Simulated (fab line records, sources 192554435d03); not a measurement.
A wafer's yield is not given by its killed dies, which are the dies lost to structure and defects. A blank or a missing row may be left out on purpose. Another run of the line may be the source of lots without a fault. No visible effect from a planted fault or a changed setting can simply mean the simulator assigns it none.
A struck lot beside a sound one -- flow n5-finfet -- 16 out of 1938 route steps
Sound: these wafers, L314.4, L314.5, L314.6. Struck: wafer L323.4. (L323.3 of the same lot was not struck and is left out.) The cause comes at the end.
Order at every step that has rows: each side's tool, ch and its chambers, its first start. Under that, the readings that differ: sound wafers -- struck wafers -- difference of the means -- sigmas: that difference in standard deviations of wafers without a fault.
alike: readings with means less than 2 such deviations apart, plus words and numbers identical on both sides. not compared: withheld readings, readings lacking a value on some wafer, bounds such as >300 that could conceal the same value, and numbers that have no deviation in the record and whose values overlap.
Wherever a step has rows on one side only, a row that says differs or no value, or a row with sigmas, the two part there. Numbers that don't overlap but have no deviation are shown without sigmas and don't part them. Lack of a reading on every wafer of one side parts them only where that side has two or more wafers.

first, 1 step without rows for these wafers: N5_BEOL_M1_ETCH_41 (etches SiCN in CH3F/O2, target depth 31.9 nm, time 57.8 s).
N5_BEOL_M1_STRIP_97: strips in N2/H2, time 10 s.
  sound on rie-diel-01 ch 1,2; struck on rie-diel-06 ch 2
  alike: chamber-pressure-mTorr, drypump-motor-current-A, n2-flow-sccm, oes-product-au, rf-vpp-V, showerhead-plenum-p-Torr, throttle-valve-pct
  not compared: rf-hours-counter-h
N5_BEOL_M1_OCD_MEAS_38:
  sound on ocd-02 at day 6 15:47; struck on ocd-02 at day 8 19:05
  alike: trench-depth-nm
then, 4 steps without rows for these wafers: N5_BEOL_M1_HM_STRIP_39 (strips TiN in peroxide tin strip, target depth 25 nm, time 158 s); N5_BEOL_M1_SRD_40 (time 30 s); N5_BEOL_M1_PRECLEAN_42 (cleans in residue remover, time 60 s); N5_BEOL_M1_SRD_43 (time 30 s).
N5_BEOL_M1_CD_MEAS_35: target cd 18 nm, target cd y 21 nm.
  sound on cd-sem-03 at day 6 15:56; struck on cd-sem-02 at day 8 19:14
  alike: cd-nm
then, 1 step without rows for these wafers: N5_BEOL_M1_DEGAS_44 (time 60 s).
N5_BEOL_M1_PRE_CLEAN_45: time 30 s.
  sound on pvd-sputter-01 at day 6 16:08; struck on pvd-sputter-01 at day 8 19:44
reading,sound,struck,difference,sigmas
susceptor-temp-C (C),249.80 249.98 249.74,250.29,+0.45,+2
  alike: heater-power-w
N5_BEOL_M1_ALD_84: deposits TaN, pulse time 2 s, purge time 3 s, co reactant purge time 2 s.
  sound on ald-metal-04 ch 1,2, day 6 16:12; struck on ald-metal-01 ch 2, day 8 19:48
  alike: heater-power-w, susceptor-temp-C
N5_BEOL_M1_SURFACE_TREAT_85:
  sound on pvd-sputter-01 at day 6 16:25; struck on pvd-sputter-02 at day 8 20:05
  not compared: throttle-valve-pct
N5_BEOL_M1_CVD_47: deposits Co from CCTBA/H2, target thk 3 nm, time 223.8 s.
  sound on cvd-co-02 ch 0,1,2, day 6 16:33; struck on cvd-co-01 ch 0, day 8 20:11
reading,sound,struck,difference,sigmas
run-length-s (s),247.1 246.8 247.5,243.7,-3.4,-4
N5_BEOL_M1_SPUTTER_48: material Cu, target thk 4.5 nm, time 8.29 s.
  sound on pvd-sputter-01 at day 6 16:38; struck on pvd-sputter-02 at day 8 20:29
  alike: chamber-pressure-pa, susceptor-temp-C, throttle-valve-pct
N5_BEOL_M4_RC_MEAS_101:
  sound on prober-01 ch 0, day 8 01:59; struck on prober-01 ch 0, day 10 06:14
  alike: DIBL_N, DIBL_P, IOFF_N, IOFF_P, ION_N, ION_P, SS_N, SS_P, VT_N, VT_P
-- record jumps: 4 days separate the struck wafers' starts on either side; left off in module BEOL_M4, taken up again in module PASSIVATION, whose first shown step is the route's number 1936 --
N5_PASSIVATION_PROBE_49:
  sound on prober-01 at day 12 08:16; struck on prober-01 at day 14 06:28
reading,sound,struck,difference,sigmas
killed-on-rim,6 10 7,17,+9,+2
  alike: defect-limited-yield, killed_at_M0_to_M3, killed_at_M4_up, killed-at-contacts, killed-at-front-end, killed-at-other, killed-dies, killed-open, killed-short, sort_bin_5_function, sort_bin_6_memory, sort_bin_8_speed, sort-n-pass, sort-yield-pct

WHERE THEY PART
At N5_BEOL_M1_PRE_CLEAN_45 first; at N5_PASSIVATION_PROBE_49 last (within this record only).

WHY: what had been put in by the simulator
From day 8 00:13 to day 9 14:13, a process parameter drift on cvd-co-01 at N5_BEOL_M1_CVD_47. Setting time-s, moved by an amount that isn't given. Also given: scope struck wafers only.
